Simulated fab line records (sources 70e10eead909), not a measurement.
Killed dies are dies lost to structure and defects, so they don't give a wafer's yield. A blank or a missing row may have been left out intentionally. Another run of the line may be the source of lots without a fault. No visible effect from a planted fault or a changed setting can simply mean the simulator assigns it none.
Problem report in the 8D (eight disciplines) form, filled by code || flow nand-harc || the parts of the form that need people (team, actions taken, sign-off) are left out

## 1. THE PROBLEM
Wafers without a fault read 0.7, standard deviation 1.1; killed-at-other at NHARC_END_SORT_01 reads a mean of 49.0 on 3 wafers belonging to 2 lots. That puts it +44 standard deviations away from the usual mean.
First observed at day 22 13:38: wafer L428.3, on prober-02. The record has a number at this step for 18 wafers belonging to 6 lots. Rule for "out" (also "out of limits"): further than 4 standard deviations from the usual mean. All remaining wafers that have a number are taken as sound.

## 2. WHAT IT IS; WHAT IT IS NOT
{"question": "which readings at this step", "is": "killed-at-other, sort_bin_3_pct", "is not": "killed-at-array, killed-at-periphery, killed-open, killed-short"}
{"question": "which lots", "is": "L427, L428", "is not": "L437, L438, L442, L444"}
{"question": "which wafers of those lots", "is": "L427.4, L427.6, L428.3", "is not": "L427.5, L428.2, L428.6"}
{"question": "read on which gauges", "is": "prober-02", "is not": "prober-01"}
{"question": "when", "is": "from day 22 13:38", "is not": "up to then (1 sound wafer); but 14 sound wafers of L427, L428, L437, L438, L442, L444 came after"}

## 3. THE SUSPECTS, EACH WITH WHAT RULES IT OUT
Counting: if a tool at a process step up to the reading ran every lot that is out, it stays a suspect. Sound lots after the first of them don't rule it out here, since some wafers of a struck lot are sound.
- the gauge at NHARC_END_SORT_01: kept. All the wafers that are out were read on prober-02, and no step on other tools shows them out.
- plasma-asher-01 at NHARC_THIN_TSV_STRIP_45 (strips in O2): kept. It ran every lot that is out, first L428 (day 21 01:51).
- The sound lot-mates ran in chamber 1 of plasma-asher-01 at NHARC_THIN_TSV_STRIP_45, but the wafers that are out ran in chamber 0.
What counting leaves: plasma-asher-01 at NHARC_THIN_TSV_STRIP_45 and prober-02 at NHARC_END_SORT_01.

## 4. THE CAUSE (what the simulator had put in)
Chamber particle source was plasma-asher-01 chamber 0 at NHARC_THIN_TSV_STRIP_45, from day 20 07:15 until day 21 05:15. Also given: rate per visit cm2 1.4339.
Counting left 2 suspects, and this tool is among them.

## 5. THE EFFECT CHAIN, in route order
Each row: a reading where the mean over the struck wafers with a number is more than 3 standard deviations away from the usual. Only readings whose record carries a usual standard deviation are examined. hours: median over the lots of the time between each lot's start at the first step of this table that gives one and its start at this step. sigmas: the change, counted in usual standard deviations.
{"hours": 0, "step": "NHARC_END_SORT_01", "reading": "defect-limited-yield", "usual": "95.3 %", "on struck wafers": 88.6, "change": -6.7, "sigmas": -4.2}
{"hours": 0, "step": "NHARC_END_SORT_01", "reading": "killed-at-other", "usual": 0.7, "on struck wafers": 49.0, "change": "+48.3", "sigmas": "+44"}
{"hours": 0, "step": "NHARC_END_SORT_01", "reading": "killed-dies", "usual": 32, "on struck wafers": 77, "change": "+45", "sigmas": "+4.1"}
{"hours": 0, "step": "NHARC_END_SORT_01", "reading": "sort_bin_2_pct", "usual": "1.4 %", "on struck wafers": 4.3, "change": "+2.9", "sigmas": "+4.6"}
{"hours": 0, "step": "NHARC_END_SORT_01", "reading": "sort_bin_3_pct", "usual": "0.29 %", "on struck wafers": 3.05, "change": "+2.76", "sigmas": "+13"}
{"hours": 0, "step": "NHARC_END_SORT_01", "reading": "sort-n-pass", "usual": 645, "on struck wafers": 600, "change": -45, "sigmas": -4.1}
{"hours": 0, "step": "NHARC_END_SORT_01", "reading": "sort-rim-yield-pct", "usual": "95 %", "on struck wafers": 82, "change": -13, "sigmas": -3.8}
{"hours": 0, "step": "NHARC_END_SORT_01", "reading": "sort-yield-pct", "usual": "95.3 %", "on struck wafers": 88.6, "change": -6.7, "sigmas": -4.2}

## 6. WHAT WOULD HAVE CAUGHT IT SOONER
Counted from the fault's start at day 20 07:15, it took 54 hours until the first out-of-limits reading at a measuring or inspecting step in this record, taken at day 22 13:38.
Of the tool readings at NHARC_THIN_TSV_STRIP_45 for which the record gives a usual standard deviation, none was out on any struck wafer, so an alarm limit of 4 standard deviations on them would not have fired.
The start of NHARC_THIN_TSV_STRIP_45 on plasma-asher-01 came by day 22 13:38 for every one of the lots that are out (2). Had the tool been put on hold then, not one of them would have been saved.
